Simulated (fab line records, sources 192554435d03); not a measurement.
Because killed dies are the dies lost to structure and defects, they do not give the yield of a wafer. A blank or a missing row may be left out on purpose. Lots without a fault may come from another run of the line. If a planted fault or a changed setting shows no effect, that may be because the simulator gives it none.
The tool behind it: which one? | flow n5_finfet | 24 wafers from 8 lots sampled at 8 of the route's 1938 steps

## WHAT THE GAUGES READ, wafer by wafer
N5_FIN_SAQP_INSPECT_18: inspects for defects (brightfield). Usual: raw_defect_count reads 427 (standard deviation 110).
lot  | measured    | on                | raw_defect_count | flag
L290 | day 4 03:44 | defect_inspect-02 | 414 470 434      |
L291 | day 4 09:44 | defect_inspect-01 | 402 408 1412     |
L292 | day 4 17:09 | defect_inspect-02 | 294 452 1476     |
L299 | day 6 10:30 | defect_inspect-01 | 532 439 624      |
L301 | day 6 22:17 | defect_inspect-02 | 277 355 343      |
L302 | day 7 04:23 | defect_inspect-02 | 348 380 470      |
L303 | day 7 09:52 | defect_inspect-01 | 551 393 302      |
L304 | day 7 16:28 | defect_inspect-01 | 401 377 566      |

N5_FIN_SAQP_INSPECT_40: inspects for defects (brightfield). Usual: raw_defect_count reads 232 (standard deviation 67).
lot  | measured    | on                | raw_defect_count | flag
L290 | day 4 08:40 | defect_inspect-02 | 215 249 236      |
L291 | day 4 14:07 | defect_inspect-02 | 349 336 1113     | OFF
L292 | day 4 22:09 | defect_inspect-01 | 183 168 1156     | OFF
L299 | day 6 14:43 | defect_inspect-02 | 238 300 250      |
L301 | day 7 02:58 | defect_inspect-02 | 176 250 203      |
L302 | day 7 09:19 | defect_inspect-01 | 186 126 176      |
L303 | day 7 14:26 | defect_inspect-02 | 334 257 227      |
L304 | day 7 20:48 | defect_inspect-01 | 199 140 243      |

N5_FIN_CUT_INSPECT_10: inspects for defects (brightfield). Usual: raw_defect_count reads 42 (standard deviation 12).
lot  | measured    | on                | raw_defect_count | flag
L290 | day 4 09:11 | defect_inspect-01 | 36 39 34         |
L291 | day 4 14:31 | defect_inspect-02 | 67 52 956        | OFF
L292 | day 4 22:32 | defect_inspect-01 | 40 53 1007       | OFF
L299 | day 6 15:07 | defect_inspect-01 | 32 43 40         |
L301 | day 7 03:22 | defect_inspect-01 | 32 40 43         |
L302 | day 7 09:42 | defect_inspect-02 | 41 43 43         |
L303 | day 7 14:58 | defect_inspect-02 | 63 56 35         |
L304 | day 7 21:19 | defect_inspect-01 | 45 21 48         |

N5_BEOL_M4_RC_MEAS_101. Usual: DIBL_N 36.4 mV/V, standard deviation 1.5; DIBL_P 36.4 mV/V, standard deviation 1.6; IOFF_N 0.164 nA/um, standard deviation 0.025; IOFF_P 0.214 nA/um, standard deviation 0.028; ION_N 675 uA/um, standard deviation 9.9; ION_P 463 uA/um, standard deviation 6.5; SS_N 71.5 mV/dec, standard deviation 0.5; SS_P 73.3 mV/dec, standard deviation 0.56; VT_N 249.2 mV, standard deviation 2.7; VT_P -250.1 mV, standard deviation 2.8.
lot  | measured     | on        | DIBL_N (mV/V)  | DIBL_P (mV/V)  | IOFF_N (nA/um)    | IOFF_P (nA/um)    | ION_N (uA/um) | ION_P (uA/um) | SS_N (mV/dec)  | SS_P (mV/dec)  | VT_N (mV)         | VT_P (mV)            | flag
L290 | day 10 00:44 | prober-01 | 38.2 38.7 38.6 | 35.8 36.1 36.6 | 0.172 0.184 0.187 | 0.221 0.239 0.254 | 674 681 675   | 459 470 465   | 72.2 72.0 71.8 | 73.0 73.4 73.6 | 249.4 246.6 245.5 | -249.3 -247.6 -248.3 |
L291 | day 10 03:02 | prober-01 | 36.6 36.8 37.5 | 35.7 35.6 36.3 | 0.166 0.178 0.184 | 0.235 0.235 0.242 | 669 674 681   | 464 465 456   | 70.9 71.5 72.0 | 73.8 73.2 73.2 | 247.2 247.5 246.3 | -249.2 -249.1 -250.3 |
L292 | day 10 18:33 | prober-01 | 35.4 36.5 34.9 | 35.3 37.1 34.9 | 0.159 0.188 0.156 | 0.232 0.260 0.230 | 683 695 667   | 478 477 460   | 72.0 72.6 72.1 | 73.2 73.9 73.2 | 249.1 244.5 248.4 | -247.9 -246.2 -246.7 |
L299 | day 12 12:46 | prober-02 | 36.6 37.7 36.6 | 36.1 37.9 36.4 | 0.169 0.189 0.160 | 0.222 0.250 0.222 | 680 681 669   | 464 469 469   | 72.2 71.9 72.1 | 74.0 73.8 74.0 | 246.4 244.4 248.8 | -247.6 -248.1 -249.1 |
L301 | day 13 00:23 | prober-01 | 37.0 36.1 36.7 | 37.4 36.9 37.4 | 0.161 0.150 0.152 | 0.218 0.207 0.208 | 674 677 669   | 463 464 464   | 71.5 72.0 71.9 | 73.1 72.8 73.1 | 247.9 247.4 248.8 | -252.6 -249.7 -250.3 |
L302 | day 13 03:38 | prober-02 | 35.1 34.7 35.5 | 34.9 34.4 35.5 | 0.159 0.146 0.157 | 0.175 0.169 0.187 | 681 674 667   | 458 457 455   | 71.7 71.1 71.8 | 73.1 73.1 72.9 | 250.2 249.3 249.2 | -254.8 -252.5 -254.0 |
L303 | day 13 16:01 | prober-02 | 35.5 36.0 36.3 | 35.8 36.8 36.5 | 0.140 0.158 0.155 | 0.200 0.221 0.216 | 660 670 665   | 457 465 464   | 71.3 72.0 71.7 | 72.4 73.2 72.3 | 250.5 249.4 251.5 | -249.5 -250.0 -250.7 |
L304 | day 13 15:23 | prober-02 | 37.4 36.6 37.8 | 37.1 36.1 36.8 | 0.184 0.164 0.174 | 0.225 0.212 0.218 | 675 674 678   | 464 457 459   | 71.4 71.6 71.2 | 73.8 73.7 74.1 | 246.9 251.0 249.6 | -250.5 -251.4 -249.9 |

## EACH LOT AND THE TOOL THAT RAN IT (in order: tool; ch and the chambers of the sampled wafers; start)
lot  | N5_PMOS_HMC_CHANNEL_EPI_CMP_21 | N5_FIN_SAQP_PECVD_47           | N5_FIN_SAQP_HM_DEP_72          | N5_FIN_SAQP_MANDREL_ETCH_58
L290 | cmp-01 ch 0,1,2, day 4 01:27   | pecvd-01 ch 0,2, day 4 03:01   | pecvd-02 ch 0,2, day 4 03:13   | rie_si-01 ch 2,3, day 4 06:23
L291 | cmp-01 ch 0,2,3, day 4 07:42   | pecvd-01 ch 1,2, day 4 09:08   | pecvd-02 ch 0,1,2, day 4 09:21 | rie_si-03 ch 0,2,3, day 4 12:05
L292 | cmp-02 ch 1,2,3, day 4 13:46   | pecvd-01 ch 0,1,2, day 4 16:26 | pecvd-02 ch 0,1,2, day 4 16:38 | rie_si-01 ch 0,2,3, day 4 19:47
L299 | cmp-01 ch 0,2,3, day 6 08:15   | pecvd-02 ch 0,1, day 6 09:47   | pecvd-01 ch 0,1,2, day 6 09:59 | rie_si-04 ch 0,2,3, day 6 12:44
L301 | cmp-01 ch 0,1,2, day 6 19:56   | pecvd-02 ch 0,2, day 6 21:29   | pecvd-01 ch 0,1,2, day 6 21:46 | rie_si-01 ch 0,2,3, day 7 01:02
L302 | cmp-03 ch 2,3, day 7 01:45     | pecvd-02 ch 0,1, day 7 03:39   | pecvd-03 ch 0,2, day 7 03:52   | rie_si-03 ch 1,2, day 7 06:51
L303 | cmp-01 ch 0,2, day 7 07:27     | pecvd-02 ch 1,2, day 7 09:09   | pecvd-03 ch 0,2, day 7 09:22   | rie_si-04 ch 2,3, day 7 12:29
L304 | cmp-01 ch 1,2, day 7 13:32     | pecvd-03 ch 0,1, day 7 15:44   | pecvd-01 ch 1,2, day 7 15:56   | rie_si-04 ch 0,1, day 7 18:51
- N5_PMOS_HMC_CHANNEL_EPI_CMP_21: polishes SiGe30, target thk 54 nm.
- N5_FIN_SAQP_PECVD_47: deposits a-Si from SiH4/He, target thk 45 nm, time 36.3 s.
- N5_FIN_SAQP_HM_DEP_72: deposits SiO2 from SiH4/N2O, target thk 12 nm, time 7.2 s.
- N5_FIN_SAQP_MANDREL_ETCH_58: etches a-Si in HBr/Cl2, stops on SiNx, target depth 45 nm, bt time 10 s, time 27 s.

## WHAT THE TOOLS THEMSELVES READ (means of the sampled wafers that have a number; where no wafer has one, the mark that the record gives instead)
N5_PMOS_HMC_CHANNEL_EPI_CMP_21. Usual: motor_current_A reads 12.8 A (standard deviation 1.3).
lot  | tool   | motor_current_A (A) | flag
L290 | cmp-01 | 13.7                |
L291 | cmp-01 | 13.6                |
L292 | cmp-02 | 12.3                |
L299 | cmp-01 | 13.1                |
L301 | cmp-01 | 13.8                |
L302 | cmp-03 | 12.8                |
L303 | cmp-01 | 13.9                |
L304 | cmp-01 | 13.0                |

N5_FIN_SAQP_PECVD_47. Usual: heater_power_outer_w 515 W, standard deviation 44; heater_power_w 843 W, standard deviation 61; showerhead_plenum_p_Torr 5.69 Torr, standard deviation 0.054; throttle_valve_pct 17.8 %, standard deviation 0.5.
lot  | tool     | heater_power_outer_w (W) | heater_power_w (W) | showerhead_plenum_p_Torr (Torr) | throttle_valve_pct (%) | flag
L290 | pecvd-01 | 597                      | 909                | 5.73                            | 17.9                   |
L291 | pecvd-01 | 566                      | 863                | 5.74                            | 17.8                   |
L292 | pecvd-01 | 563                      | 881                | 5.71                            | 18.3                   |
L299 | pecvd-02 | 542                      | 869                | 5.69                            | 17.9                   |
L301 | pecvd-02 | 533                      | 930                | 5.69                            | 17.2                   |
L302 | pecvd-02 | 569                      | 893                | 5.69                            | 17.7                   |
L303 | pecvd-02 | 501                      | 815                | 5.66                            | 17.3                   |
L304 | pecvd-03 | 504                      | 857                | 5.71                            | 18.2                   |

N5_FIN_SAQP_HM_DEP_72. Usual: heater_power_outer_w 471 W, standard deviation 51; heater_power_w 778 W, standard deviation 63; showerhead_plenum_p_Torr 8.21 Torr, standard deviation 0.15.
lot  | tool     | heater_power_outer_w (W) | heater_power_w (W) | showerhead_plenum_p_Torr (Torr) | flag
L290 | pecvd-02 | 457                      | 811                | 8.31                            |
L291 | pecvd-02 | 468                      | 804                | 8.21                            |
L292 | pecvd-02 | 453                      | 788                | 8.20                            |
L299 | pecvd-01 | 482                      | 758                | 8.25                            |
L301 | pecvd-01 | 512                      | 807                | 8.25                            |
L302 | pecvd-03 | 458                      | 745                | 8.16                            |
L303 | pecvd-03 | 387                      | 657                | 8.27                            |
L304 | pecvd-01 | 535                      | 834                | 8.35                            |

N5_FIN_SAQP_MANDREL_ETCH_58. Usual: drypump_motor_current_A 5.7 A, standard deviation 0.37; oes_product_au 0.697 a.u., standard deviation 0.01; throttle_valve_pct 35.6 %, standard deviation 0.32.
lot  | tool      | drypump_motor_current_A (A) | oes_product_au (a.u.) | throttle_valve_pct (%) | flag
L290 | rie_si-01 | 5.2                         | 0.708                 | 35.5                   |
L291 | rie_si-03 | 5.4                         | 0.693                 | 35.9                   |
L292 | rie_si-01 | 5.4                         | 0.705                 | 35.5                   |
L299 | rie_si-04 | 6.0                         | 0.692                 | 35.6                   |
L301 | rie_si-01 | 5.4                         | 0.701                 | 35.5                   |
L302 | rie_si-03 | 5.8                         | 0.697                 | 35.8                   |
L303 | rie_si-04 | 6.1                         | 0.693                 | 35.5                   |
L304 | rie_si-04 | 5.8                         | 0.696                 | 35.4                   |

## THE ANSWER, worked out from the rows above alone
Rule: a lot is off if the mean of its wafers that have a number lies more than 3 standard deviations from the usual mean. A lot without any number at a reading at which 4 lots or more have one is off too. The other lots that the step has rows for count as sound. First the gauges in route order, then the tools' own readings, where a lot's mean is used as printed above. The first step at which some lot is off is used, and at that step the reading that is off furthest; a lot without a number counts as furthest.
Off: L291, L292 (N5_FIN_SAQP_INSPECT_40, raw_defect_count).
If a tool, at a process step before that reading, ran all the lots that are off and no sound lot after the first of them, it fits. Gauges at N5_FIN_SAQP_INSPECT_40: tried the same way as those tools. 2 tools fit, pecvd-01 at N5_FIN_SAQP_PECVD_47 and pecvd-02 at N5_FIN_SAQP_HM_DEP_72, so this cannot tell which one it is.

## WHAT THE SIMULATOR HAD PUT IN
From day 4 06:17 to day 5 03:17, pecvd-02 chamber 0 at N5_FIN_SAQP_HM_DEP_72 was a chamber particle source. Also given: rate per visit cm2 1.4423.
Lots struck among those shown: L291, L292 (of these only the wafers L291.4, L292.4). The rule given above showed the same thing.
